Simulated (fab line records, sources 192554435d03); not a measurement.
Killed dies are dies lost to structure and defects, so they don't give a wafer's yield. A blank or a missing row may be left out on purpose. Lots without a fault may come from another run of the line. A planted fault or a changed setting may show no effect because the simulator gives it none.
Split-lot experiment | flow n5_finfet | 7 lots, 21 wafers read, on a route of 1938 steps

THE SPLIT
At N5_BEOL_M0_SAQP_MANDREL_ETCH_20 (etches a-Si in HBr/Cl2, stops on SiNx, target depth 60 nm, bt time 10 s, time 30 s), the setting bias_w was moved away from the recipe's 75 W on 8 of the 21 wafers read, by -14.0% to +14.0%. The other wafers ran this setting at the recipe's value.

The reading is taken at the split's own step.

THE READING
SOC_of_BEOL_M0_SAQP_COAT_81.thk_nm (the simulator's own value, which no gauge read), in nm, at N5_BEOL_M0_SAQP_MANDREL_ETCH_20 (etches a-Si in HBr/Cl2, stops on SiNx, target depth 60 nm, bt time 10 s, time 30 s). The file gives no usual value for it. The 13 wafers here that ran the recipe average 76.1 nm, standard deviation 0.41 nm.

wafer  | tool, chamber at the split | bias_w as run, W | against the recipe | SOC_of_BEOL_M0_SAQP_COAT_81.thk_nm, nm | against lot-mates on the recipe
L074.1 | rie_si-02, 3               | 75               | recipe             | 76.8                                   | -
L074.4 | rie_si-02, 2               | 75               | recipe             | 76.2                                   | -
L074.6 | rie_si-02, 3               | 85.47            | +14.0%             | 75.2                                   | -1.3
L075.1 | rie_si-02, 1               | 75               | recipe             | 76.6                                   | -
L075.3 | rie_si-02, 0               | 75               | recipe             | 76.2                                   | -
L075.6 | rie_si-02, 2               | 79.93            | +6.6%              | 75.4                                   | -1.0
L077.4 | rie_si-06, 3               | 75               | recipe             | 75.6                                   | -
L077.5 | rie_si-06, 2               | 79.9             | +6.5%              | 75.4                                   | -0.2
L077.6 | rie_si-06, 3               | 79.9             | +6.5%              | 75.2                                   | -0.4
L079.3 | rie_si-02, 3               | 75               | recipe             | 76.4                                   | -
L079.4 | rie_si-02, 1,0             | 75               | recipe             | 76                                     | -
L079.5 | rie_si-02, 1,0             | 75               | recipe             | 76                                     | -
L084.1 | rie_si-02, 0               | 64.5             | -14.0%             | 77.8                                   | +1.5
L084.4 | rie_si-02, 2               | 75               | recipe             | 76.2                                   | -
L084.6 | rie_si-02, 1               | 75               | recipe             | 76.4                                   | -
L089.3 | rie_si-06, 1               | 75               | recipe             | 75.6                                   | -
L089.4 | rie_si-06, 2               | 75               | recipe             | 75.4                                   | -
L089.5 | rie_si-06, 0               | 65.55            | -12.6%             | 76.6                                   | +1.1
L091.1 | rie_si-05, 1               | 79.61            | +6.1%              | 75.4                                   | -0.2
L091.6 | rie_si-05, 1               | 79.61            | +6.1%              | 75.4                                   | -0.2
L091.2 | rie_si-05, 0               | 75               | recipe             | 75.6                                   | -
Where a row lists several chambers, the file gives one row for several wafers and doesn't say which wafer went through which chamber.

THE FIT
A straight line over all 21 wafers: SOC_of_BEOL_M0_SAQP_COAT_81.thk_nm changes by -0.0867 nm for each +1% of bias_w; r = -0.80; the points scatter about the line by 0.4 nm.
The same after taking each lot's own level away (the mean of its wafers on the recipe; 21 wafers): -0.0887 nm for each +1%; r = -0.92; scatter 0.23 nm.
On that fit, the largest move of bias_w shifts the reading by 1.2 nm.
The lots' own levels span 75.50 to 76.50 nm, that is 2.4 times the standard deviation above.
So the lot-to-lot level changes the slope little: the two slopes agree.
Check: with one of the wafers moved furthest among these (-14.0%) left out of the fit, the line predicts +1.18 nm for it against its lot-mates. It came out at +1.5 nm against them.

OTHER SPLITS ON THESE WAFERS
These wafers also went through other splits before the reading. Each is held against what the fit with the lots' levels taken away leaves over:
other split on the same wafers         | wafers away from the commonest value | r with SOC_of_BEOL_M0_SAQP_COAT_81.thk_nm (lot level and that fit taken away)
N5_GATE_CUT_COAT_27 spin_rpm           | 3                                    | +0.13
N5_MOL_CONTACT_COAG_COAT_76 spin_rpm   | 3                                    | -0.20
N5_BEOL_M0_SAQP_HM_DEP_02 target_thk_a | 5                                    | +0.32

THE FILE'S OWN FIT
SOC_of_BEOL_M0_SAQP_COAT_81.thk_nm changes by -0.0932 nm for each +1% of bias_w, r = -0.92.
